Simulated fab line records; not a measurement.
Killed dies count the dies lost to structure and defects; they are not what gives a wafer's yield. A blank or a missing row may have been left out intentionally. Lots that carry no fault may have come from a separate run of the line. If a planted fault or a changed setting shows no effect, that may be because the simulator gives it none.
Which of the tools did it? | flow n5Finfet | Sampling: 10 lots, 27 wafers, 4 of 1938 route steps

## WHAT EACH GAUGE READ, for each wafer
N5_BEOL_M1_THK_MEAS_53: measures by xrf.
lot  | measured     | on           | M1_THK (nm)
L947 | day 7 00:56  | filmMetro-02 | 37.7 40.3 41.0
L949 | day 7 04:40  | filmMetro-02 | 38.1 38.4 36.8
L952 | day 8 00:08  | filmMetro-02 | 36.9 40.1 140.3
L962 | day 10 08:17 | filmMetro-01 | 38.3 40.2
L964 | day 11 02:18 | filmMetro-01 | 39.2 38.1
L965 | day 11 05:06 | filmMetro-01 | 38.3 37.3 41.2
L966 | day 11 07:46 | filmMetro-01 | 39.3 37.4 37.6
L967 | day 11 12:26 | filmMetro-01 | 35.9 37.3
L968 | day 12 00:11 | filmMetro-02 | 37.5 37.5 39.4
L969 | day 12 06:44 | filmMetro-01 | 39.3 41.3 41.6

## WHICH TOOL RAN EACH LOT (tool, then ch and the chambers of the sampled wafers, then the start)
lot  | N5_BEOL_M1_ANNEAL_91        | N5_BEOL_M1_ANNEAL_95        | N5_BEOL_M1_CMP_52
L947 | pvdSputter-02, day 6 23:35  | pvdSputter-02, day 7 00:01  | cmp-03 ch 0,1,3, day 7 00:39
L949 | pvdSputter-02, day 7 03:01  | pvdSputter-02, day 7 03:28  | cmp-03 ch 1,2, day 7 04:24
L952 | pvdSputter-02, day 7 22:46  | pvdSputter-02, day 7 23:13  | cmp-03 ch 0,1,2, day 7 23:57
L962 | pvdSputter-02, day 10 06:50 | pvdSputter-02, day 10 07:20 | cmp-04 ch 1,2, day 10 08:02
L964 | pvdSputter-02, day 11 00:52 | pvdSputter-02, day 11 01:19 | cmp-04 ch 1, day 11 02:01
L965 | pvdSputter-01, day 11 03:44 | pvdSputter-01, day 11 04:10 | cmp-01 ch 0,2, day 11 04:49
L966 | pvdSputter-01, day 11 06:25 | pvdSputter-01, day 11 06:51 | cmp-03 ch 0,2,3, day 11 07:31
L967 | pvdSputter-01, day 11 11:04 | pvdSputter-01, day 11 11:31 | cmp-01 ch 1,3, day 11 12:13
L968 | pvdSputter-03, day 11 22:49 | pvdSputter-03, day 11 23:15 | cmp-03 ch 0,1,2, day 11 23:55
L969 | pvdSputter-02, day 12 05:22 | pvdSputter-02, day 12 05:49 | cmp-04 ch 0,2,3, day 12 06:26
- N5_BEOL_M1_ANNEAL_91: time 240 s.
- N5_BEOL_M1_ANNEAL_95: time 240 s.
- N5_BEOL_M1_CMP_52: polishes, stops on SiOC, t overpolish 6.8 s, target thk 40 nm.

## THE ANSWER, worked out from the rows above alone
Rule: usual is defined by the lots themselves. The widest of any qualifying gaps counts: lots, ordered by their means at a reading, are off when they make up no more than a third of the lots, leave a main group of 4 or more, and stand apart from it by 3 or more times the standard deviation of that group's means. The tables above print the reading to a certain number of digits; a main group whose means all agree to those digits is not used. Also off: a lot with no number at a reading for which 4 or more lots have one. Any other lot the step has rows for is counted as sound.
Off: L952, seen at N5_BEOL_M1_THK_MEAS_53 (M1_THK). For the main group the mean is 38.6 nm and the standard deviation 1.1.
A tool fits if, at a process step before that reading, it ran every lot that is off, and no sound lot after the first of them. The gauges at N5_BEOL_M1_THK_MEAS_53 are tried like those tools. No candidate that was tried fits.

## WHAT THE SIMULATOR HAD PUT IN
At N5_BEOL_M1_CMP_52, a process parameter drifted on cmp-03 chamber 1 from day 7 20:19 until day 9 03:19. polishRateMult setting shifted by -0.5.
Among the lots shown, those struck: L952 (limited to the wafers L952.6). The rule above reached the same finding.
